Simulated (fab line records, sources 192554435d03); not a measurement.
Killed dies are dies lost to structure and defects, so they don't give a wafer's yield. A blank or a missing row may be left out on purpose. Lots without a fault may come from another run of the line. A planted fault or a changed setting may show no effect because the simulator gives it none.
Split-lot experiment | flow n5_finfet | 7 lots, 21 wafers read, on a route of 1938 steps

THE SPLIT
At N5_FIN_CUT_COAT_29 (time 60 s, resist thk 10 nm), the setting spin_rpm was moved away from the recipe's 1500 rpm on 6 of the 21 wafers read, by -11.2% to +8.8%. The other wafers ran this setting at the recipe's value.

FROM THE SPLIT TO THE READING: what the file shows between them, 4 steps
- N5_FIN_CUT_EXPOSE_05: exposes mask FIN CUT (also split here: dose_mj)
- N5_FIN_CUT_PEB_06: peb time 60 s
- N5_FIN_CUT_DEVELOP_07: develop time 30 s
- N5_FIN_CUT_DESCUM_13: chemistry O2, time 7 s

THE READING
etch.depth_nm (the simulator's own value, which no gauge read), in nm, at N5_FIN_CUT_ETCH_30 (etches underlayer in N2/H2, target depth 13 nm, time 10.4 s). The file gives no usual value for it. The 15 wafers here that ran the recipe average 10.013 nm, standard deviation 0.025 nm.

wafer  | tool, chamber at the split | spin_rpm as run, rpm | against the recipe | etch.depth_nm, nm | against lot-mates on the recipe
L085.2 | litho_track-02, 0          | 1624                 | +8.3%              | 9.613             | -0.375
L085.4 | litho_track-02, 0          | 1624                 | +8.3%              | 9.6               | -0.388
L085.6 | litho_track-02, 0          | 1500                 | recipe             | 9.988             | -
L090.2 | litho_track-05, 0          | 1500                 | recipe             | 10.05             | -
L090.3 | litho_track-05, 0          | 1500                 | recipe             | 10.03             | -
L090.5 | litho_track-05, 0          | 1632                 | +8.8%              | 9.644             | -0.396
L091.1 | litho_track-02, 0          | 1500                 | recipe             | 10.03             | -
L091.3 | litho_track-02, 0          | 1500                 | recipe             | 10.01             | -
L091.6 | litho_track-02, 0          | 1500                 | recipe             | 9.982             | -
L092.1 | litho_track-02, 0          | 1500                 | recipe             | 9.986             | -
L092.5 | litho_track-02, 0          | 1500                 | recipe             | 10.02             | -
L092.6 | litho_track-02, 0          | 1500                 | recipe             | 9.982             | -
L094.2 | litho_track-01, 0          | 1353                 | -9.8%              | 10.52             | +0.521
L094.3 | litho_track-01, 0          | 1500                 | recipe             | 10.01             | -
L094.5 | litho_track-01, 0          | 1500                 | recipe             | 9.988             | -
L095.1 | litho_track-01, 0          | 1332                 | -11.2%             | 10.6              | +0.607
L095.2 | litho_track-01, 0          | 1500                 | recipe             | 9.993             | -
L095.5 | litho_track-01, 0          | 1332                 | -11.2%             | 10.62             | +0.627
L096.2 | litho_track-02, 0          | 1500                 | recipe             | 10.02             | -
L096.5 | litho_track-02, 0          | 1500                 | recipe             | 10.06             | -
L096.6 | litho_track-02, 0          | 1500                 | recipe             | 10.04             | -

THE FIT
A straight line over all 21 wafers: etch.depth_nm changes by -0.0504 nm for each +1% of spin_rpm; r = -0.99; the points scatter about the line by 0.029 nm.
The same after taking each lot's own level away (the mean of its wafers on the recipe; 21 wafers): -0.051 nm for each +1%; r = -1.00; scatter 0.024 nm.
On that fit, the largest move of spin_rpm shifts the reading by 0.57 nm.
The lots' own levels span 9.9880 to 10.0400 nm, that is 2.1 times the standard deviation above.
So the lot-to-lot level changes the slope little: the two slopes agree.
Check: with one of the wafers moved furthest among these (-11.2%) left out of the fit, the line predicts +0.575 nm for it against its lot-mates. It came out at +0.607 nm against them.

OTHER SPLITS ON THESE WAFERS
These wafers also went through other splits before the reading. Each is held against what the fit with the lots' levels taken away leaves over:
other split on the same wafers            | wafers away from the commonest value | r with etch.depth_nm (lot level and that fit taken away)
N5_ZERO_LAYER_COAT_05 spin_rpm            | 4                                    | -0.30
N5_ZERO_LAYER_ETCH_18 icp_w               | 3                                    | +0.40
N5_PMOS_HMC_CHANNEL_EPI_EXPOSE_06 dose_mj | 6                                    | +0.27
N5_PMOS_HMC_CHANNEL_EPI_DESCUM_14 time_s  | 3                                    | -0.26
N5_FIN_CUT_EXPOSE_05 dose_mj              | 3                                    | +0.06

THE WHOLE CHAIN: every reading that the file lists as answering this split, in the file's order
step               | what it does                                                | reading                                                                               | change (the file's fit)                | r (the file's)
N5_FIN_CUT_COAT_29 | time 60 s, resist thk 10 nm                                 | underlayer_of_FIN_CUT_COAT_29.thk_nm (the simulator's own value, which no gauge read) | -0.0529 nm for each +1% of the setting | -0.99
N5_FIN_CUT_ETCH_30 | etches underlayer in N2/H2, target depth 13 nm, time 10.4 s | CAR-EUV_of_FIN_CUT_COAT_02.thk_nm (the simulator's own value, which no gauge read)    | +0.0615 nm for each +1% of the setting | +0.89
N5_FIN_CUT_ETCH_30 | etches underlayer in N2/H2, target depth 13 nm, time 10.4 s | etch.depth_nm (the simulator's own value, which no gauge read)                        | -0.0507 nm for each +1% of the setting | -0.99

THE FILE'S OWN FIT
etch.depth_nm changes by -0.0507 nm for each +1% of spin_rpm, r = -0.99.
